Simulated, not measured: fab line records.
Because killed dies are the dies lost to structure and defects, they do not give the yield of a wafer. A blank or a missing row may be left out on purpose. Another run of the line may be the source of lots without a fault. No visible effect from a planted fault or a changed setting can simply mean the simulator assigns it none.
A sampling plan put to the test	flow n5 finfet	one fab line, 41 faults that these records tell of, each judged on the records of the lots that it struck; 2 more are left out, because the records don't allow judging them
The line's own looks make up the plan; these are the steps of the route where a gauge or inspection reads the wafer and leaves it unchanged. A look can be judged if struck wafers have a number there and the file gives its usual mean and standard deviation on fault-free wafers. Caught: at a look after the fault's first step, the mean of the struck wafers lies 4 or more of those standard deviations (sigma) from the usual mean. On the tool: the identical test, applied to the tool's own readings at the steps of the fault. If the struck wafers alone have a blank record, or they carry another recipe, that too counts as caught.

THE FAULTS, as the simulator had put them in
1. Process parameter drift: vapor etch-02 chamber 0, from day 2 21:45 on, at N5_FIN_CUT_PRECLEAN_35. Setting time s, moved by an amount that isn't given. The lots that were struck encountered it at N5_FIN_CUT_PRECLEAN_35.
2. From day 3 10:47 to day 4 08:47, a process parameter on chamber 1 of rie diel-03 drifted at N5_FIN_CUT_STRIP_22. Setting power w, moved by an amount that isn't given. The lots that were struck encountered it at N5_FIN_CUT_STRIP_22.
3. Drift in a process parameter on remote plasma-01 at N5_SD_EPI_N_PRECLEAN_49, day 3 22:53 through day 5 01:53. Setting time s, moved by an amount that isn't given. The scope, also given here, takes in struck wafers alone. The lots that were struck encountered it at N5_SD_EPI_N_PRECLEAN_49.
4. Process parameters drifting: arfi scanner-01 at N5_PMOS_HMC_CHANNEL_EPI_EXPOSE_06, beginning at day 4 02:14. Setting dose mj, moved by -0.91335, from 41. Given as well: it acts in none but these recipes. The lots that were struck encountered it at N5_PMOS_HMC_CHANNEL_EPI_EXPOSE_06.
5. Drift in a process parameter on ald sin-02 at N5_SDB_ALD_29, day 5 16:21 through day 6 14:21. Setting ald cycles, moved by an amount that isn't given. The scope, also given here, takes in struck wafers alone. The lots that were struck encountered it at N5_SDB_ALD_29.
6. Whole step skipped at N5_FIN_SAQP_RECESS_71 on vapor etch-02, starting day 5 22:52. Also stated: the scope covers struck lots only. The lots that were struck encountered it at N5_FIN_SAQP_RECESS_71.
7. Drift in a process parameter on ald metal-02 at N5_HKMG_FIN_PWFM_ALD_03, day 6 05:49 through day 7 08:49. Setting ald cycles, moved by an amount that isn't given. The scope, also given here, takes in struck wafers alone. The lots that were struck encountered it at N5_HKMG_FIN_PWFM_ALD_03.
8. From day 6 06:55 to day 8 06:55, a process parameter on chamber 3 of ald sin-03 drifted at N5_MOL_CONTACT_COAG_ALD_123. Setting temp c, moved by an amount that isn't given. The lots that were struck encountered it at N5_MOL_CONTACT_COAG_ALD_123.
9. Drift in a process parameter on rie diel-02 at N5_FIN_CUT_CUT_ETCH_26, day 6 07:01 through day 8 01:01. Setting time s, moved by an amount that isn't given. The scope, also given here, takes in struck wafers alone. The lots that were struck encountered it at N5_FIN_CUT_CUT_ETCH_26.
10. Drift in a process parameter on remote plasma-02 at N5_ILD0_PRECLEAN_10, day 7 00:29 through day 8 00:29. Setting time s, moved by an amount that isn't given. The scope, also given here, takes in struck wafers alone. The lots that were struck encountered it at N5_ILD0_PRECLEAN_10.
11. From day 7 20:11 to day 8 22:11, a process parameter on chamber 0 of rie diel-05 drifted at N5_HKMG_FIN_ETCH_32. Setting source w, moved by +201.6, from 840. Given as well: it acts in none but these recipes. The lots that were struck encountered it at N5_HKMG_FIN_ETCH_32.
12. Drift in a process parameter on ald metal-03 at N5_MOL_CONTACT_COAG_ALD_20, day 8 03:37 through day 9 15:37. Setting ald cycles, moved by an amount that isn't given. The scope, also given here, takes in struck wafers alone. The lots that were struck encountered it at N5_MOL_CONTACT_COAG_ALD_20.
13. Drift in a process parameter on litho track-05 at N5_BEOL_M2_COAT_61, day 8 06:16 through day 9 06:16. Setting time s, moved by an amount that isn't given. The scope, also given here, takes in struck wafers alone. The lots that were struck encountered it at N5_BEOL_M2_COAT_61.
14. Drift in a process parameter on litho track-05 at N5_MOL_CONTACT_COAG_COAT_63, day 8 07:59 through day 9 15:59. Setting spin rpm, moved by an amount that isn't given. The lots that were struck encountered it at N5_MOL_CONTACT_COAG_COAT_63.
15. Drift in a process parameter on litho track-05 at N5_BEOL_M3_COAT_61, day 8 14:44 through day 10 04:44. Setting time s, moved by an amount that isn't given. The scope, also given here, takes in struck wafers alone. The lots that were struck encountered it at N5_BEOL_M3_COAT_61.
16. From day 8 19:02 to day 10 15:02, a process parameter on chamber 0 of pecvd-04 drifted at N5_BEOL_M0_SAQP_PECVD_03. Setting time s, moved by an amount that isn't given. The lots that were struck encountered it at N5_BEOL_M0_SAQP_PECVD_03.
17. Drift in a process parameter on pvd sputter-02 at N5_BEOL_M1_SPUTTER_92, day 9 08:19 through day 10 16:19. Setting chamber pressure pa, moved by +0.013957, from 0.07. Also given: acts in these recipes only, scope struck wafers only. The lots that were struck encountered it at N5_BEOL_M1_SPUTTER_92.
18. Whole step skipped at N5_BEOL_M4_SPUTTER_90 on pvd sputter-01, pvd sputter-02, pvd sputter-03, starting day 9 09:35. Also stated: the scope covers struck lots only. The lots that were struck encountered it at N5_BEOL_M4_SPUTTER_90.
19. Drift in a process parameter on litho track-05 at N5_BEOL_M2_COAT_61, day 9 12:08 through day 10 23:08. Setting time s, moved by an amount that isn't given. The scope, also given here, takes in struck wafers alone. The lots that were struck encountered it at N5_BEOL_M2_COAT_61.
20. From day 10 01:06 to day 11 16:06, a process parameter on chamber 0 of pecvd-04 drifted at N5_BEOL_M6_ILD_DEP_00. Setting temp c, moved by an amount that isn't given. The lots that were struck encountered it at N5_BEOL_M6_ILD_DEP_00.
21. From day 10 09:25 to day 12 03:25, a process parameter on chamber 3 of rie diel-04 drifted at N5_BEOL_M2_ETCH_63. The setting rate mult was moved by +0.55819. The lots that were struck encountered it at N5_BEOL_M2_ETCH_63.
22. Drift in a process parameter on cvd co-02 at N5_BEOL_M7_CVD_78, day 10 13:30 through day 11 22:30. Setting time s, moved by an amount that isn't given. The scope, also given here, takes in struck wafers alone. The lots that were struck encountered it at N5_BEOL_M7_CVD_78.
23. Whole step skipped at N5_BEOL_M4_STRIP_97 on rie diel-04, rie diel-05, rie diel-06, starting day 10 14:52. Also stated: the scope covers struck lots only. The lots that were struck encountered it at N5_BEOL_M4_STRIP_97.
24. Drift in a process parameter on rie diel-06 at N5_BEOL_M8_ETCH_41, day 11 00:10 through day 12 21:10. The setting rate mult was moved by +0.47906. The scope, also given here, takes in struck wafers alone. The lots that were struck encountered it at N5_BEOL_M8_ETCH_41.
25. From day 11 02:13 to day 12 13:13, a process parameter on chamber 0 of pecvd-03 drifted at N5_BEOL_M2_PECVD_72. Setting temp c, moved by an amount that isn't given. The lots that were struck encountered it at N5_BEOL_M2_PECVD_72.
26. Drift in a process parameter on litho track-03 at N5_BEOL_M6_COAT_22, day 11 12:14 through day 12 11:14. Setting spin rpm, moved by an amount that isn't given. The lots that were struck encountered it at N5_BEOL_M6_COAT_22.
27. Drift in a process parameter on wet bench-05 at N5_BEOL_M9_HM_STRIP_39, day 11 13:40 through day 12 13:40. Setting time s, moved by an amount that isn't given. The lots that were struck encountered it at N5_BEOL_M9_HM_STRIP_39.
28. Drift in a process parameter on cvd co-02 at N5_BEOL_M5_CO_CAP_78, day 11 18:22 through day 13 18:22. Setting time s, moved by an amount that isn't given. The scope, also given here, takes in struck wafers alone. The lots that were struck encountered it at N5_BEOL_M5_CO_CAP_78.
29. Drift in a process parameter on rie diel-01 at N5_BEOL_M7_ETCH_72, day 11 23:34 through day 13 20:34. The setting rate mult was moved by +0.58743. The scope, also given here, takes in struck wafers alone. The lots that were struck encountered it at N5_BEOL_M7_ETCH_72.
30. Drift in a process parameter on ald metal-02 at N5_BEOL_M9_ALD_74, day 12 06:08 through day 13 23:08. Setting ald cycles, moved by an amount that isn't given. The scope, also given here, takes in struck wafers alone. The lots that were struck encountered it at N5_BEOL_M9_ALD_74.
31. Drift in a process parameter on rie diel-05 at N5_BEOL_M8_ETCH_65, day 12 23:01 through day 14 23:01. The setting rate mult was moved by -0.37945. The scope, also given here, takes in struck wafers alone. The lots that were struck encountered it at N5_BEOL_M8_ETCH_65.
32. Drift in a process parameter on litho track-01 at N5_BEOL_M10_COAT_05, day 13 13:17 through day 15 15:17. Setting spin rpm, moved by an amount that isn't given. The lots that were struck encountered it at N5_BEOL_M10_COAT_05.
33. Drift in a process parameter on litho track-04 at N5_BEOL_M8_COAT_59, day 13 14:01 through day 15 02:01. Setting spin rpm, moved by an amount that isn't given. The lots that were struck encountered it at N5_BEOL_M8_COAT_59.
34. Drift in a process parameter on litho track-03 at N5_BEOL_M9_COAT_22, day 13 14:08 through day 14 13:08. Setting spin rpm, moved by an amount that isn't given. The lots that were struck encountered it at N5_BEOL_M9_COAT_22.
35. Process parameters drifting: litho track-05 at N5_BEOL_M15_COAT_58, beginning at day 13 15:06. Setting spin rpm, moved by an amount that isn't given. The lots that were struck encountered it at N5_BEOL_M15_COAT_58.
36. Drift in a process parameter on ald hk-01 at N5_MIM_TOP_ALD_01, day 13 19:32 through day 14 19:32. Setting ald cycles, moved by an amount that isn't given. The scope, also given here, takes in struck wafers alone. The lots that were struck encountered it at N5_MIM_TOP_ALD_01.
37. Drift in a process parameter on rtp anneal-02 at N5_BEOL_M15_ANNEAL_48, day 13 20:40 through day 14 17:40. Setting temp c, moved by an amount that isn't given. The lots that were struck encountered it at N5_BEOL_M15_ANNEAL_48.
38. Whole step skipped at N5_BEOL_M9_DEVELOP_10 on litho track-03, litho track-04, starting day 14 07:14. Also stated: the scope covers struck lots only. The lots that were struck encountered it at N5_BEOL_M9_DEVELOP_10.
39. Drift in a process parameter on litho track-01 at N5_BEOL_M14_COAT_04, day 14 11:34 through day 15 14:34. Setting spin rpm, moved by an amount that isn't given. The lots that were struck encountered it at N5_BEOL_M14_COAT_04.
40. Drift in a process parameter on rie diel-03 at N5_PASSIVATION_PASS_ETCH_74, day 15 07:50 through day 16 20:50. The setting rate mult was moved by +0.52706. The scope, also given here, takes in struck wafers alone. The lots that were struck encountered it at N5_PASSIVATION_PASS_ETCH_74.
41. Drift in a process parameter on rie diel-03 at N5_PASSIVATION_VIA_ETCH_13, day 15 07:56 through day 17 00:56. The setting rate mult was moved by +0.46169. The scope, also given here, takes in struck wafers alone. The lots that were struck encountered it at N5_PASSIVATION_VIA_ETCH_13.

WHAT THE PLAN SAW
fault	on the tool itself	first look that catches it	reading, sigma	median hours from its first step to that look	hours from the fault's start to the first struck lot there	judged looks passed uncaught
1	under 2 sigma	not the one look that can be judged after it	-	-	-	1
2	power w -25 sigma	not the one look that can be judged after it	-	-	-	1
3	no reading that can be judged	not the one look that can be judged after it	-	-	-	1
4	only faintly: exposure dose mJ cm2 -2.7 sigma	not the one look that can be judged after it	-	-	-	1
5	under 2 sigma	not the one look that can be judged after it	strongest: VT_P at N5_BEOL_M4_RC_MEAS_101, -2.0	-	-	1
6	the tool's record is blank for the struck wafers	not the one look that can be judged after it	-	-	-	1
7	under 2 sigma	not the one look that can be judged after it	-	-	-	1
8	susceptor temp C +52 sigma	none of the 2 looks that can be judged after it	-	-	-	2
9	run length s +33 sigma	not the one look that can be judged after it	-	-	-	1
10	under 2 sigma	none of the 3 looks that can be judged after it	strongest: GC_FILL_THK at N5_GATE_CUT_THK_MEAS_24, +3.2	-	-	3
11	rf fwd power W +81 sigma	not the one look that can be judged after it	-	-	-	1
12	under 2 sigma	not the one look that can be judged after it	-	-	-	1
13	run length s +17 sigma	not the one look that can be judged after it	-	-	-	1
14	spin speed rpm -99 or beyond sigma	none of the 2 looks that can be judged after it	-	-	-	2
15	run length s -53 sigma	not the one look that can be judged after it	-	-	-	1
16	run length s +15 sigma	not the one look that can be judged after it	-	-	-	1
17	chamber pressure pa +92 sigma	not the one look that can be judged after it	-	-	-	1
18	the tool's record is blank for the struck wafers	not the one look that can be judged after it	-	-	-	1
19	run length s -36 sigma	not the one look that can be judged after it	-	-	-	1
20	susceptor temp C -18 sigma	no look after it can be judged	-	-	-	0
21	etch rf on time s -12 sigma	not the one look that can be judged after it	strongest: ION_P at N5_BEOL_M4_RC_MEAS_101, +2.1	-	-	1
22	run length s -70 sigma	no look after it can be judged	-	-	-	0
23	the tool's record is blank for the struck wafers	not the one look that can be judged after it	-	-	-	1
24	only faintly: oes product au +3.3 sigma	no look after it can be judged	-	-	-	0
25	susceptor temp C +28 sigma	not the one look that can be judged after it	-	-	-	1
26	spin speed rpm +74 sigma	no look after it can be judged	-	-	-	0
27	run length s +4.1 sigma	no look after it can be judged	-	-	-	0
28	run length s -53 sigma	no look after it can be judged	-	-	-	0
29	etch rf on time s -18 sigma	no look after it can be judged	-	-	-	0
30	under 2 sigma	no look after it can be judged	-	-	-	0
31	etch rf on time s +22 sigma	no look after it can be judged	-	-	-	0
32	spin speed rpm -99 or beyond sigma	not the one look that can be judged after it	-	-	-	1
33	spin speed rpm -99 or beyond sigma	no look after it can be judged	-	-	-	0
34	spin speed rpm -54 sigma	no look after it can be judged	-	-	-	0
35	spin speed rpm +99 or beyond sigma	no look after it can be judged	-	-	-	0
36	under 2 sigma	not the one look that can be judged after it	-	-	-	1
37	wafer_temp_C_max +73 sigma	not the one look that can be judged after it	-	-	-	1
38	the tool's record is blank for the struck wafers	no look after it can be judged	-	-	-	0
39	spin speed rpm +35 sigma	no look after it can be judged	-	-	-	0
40	only faintly: oes product au +3.2 sigma	no look after it can be judged	-	-	-	0
41	etch rf on time s -18 sigma	no look after it can be judged	-	-	-	0
A dash: the fault isn't caught, or these records don't give the number.

Caught at a look: 0 of 41. Caught on the tool: 30 of 41. By one or the other: 30 of 41.
On the tool alone, faults 2, 6, 8, 9, 11, 13, 14, 15, 16, 17, 18, 19, 20, 21, 22, 23, 25, 26, 27, 28, 29, 31, 32, 33, 34, 35, 37, 38, 39, 41 were caught.
Caught by neither: faults 1, 3, 4, 5, 7, 10, 12, 24, 30, 36, 40.
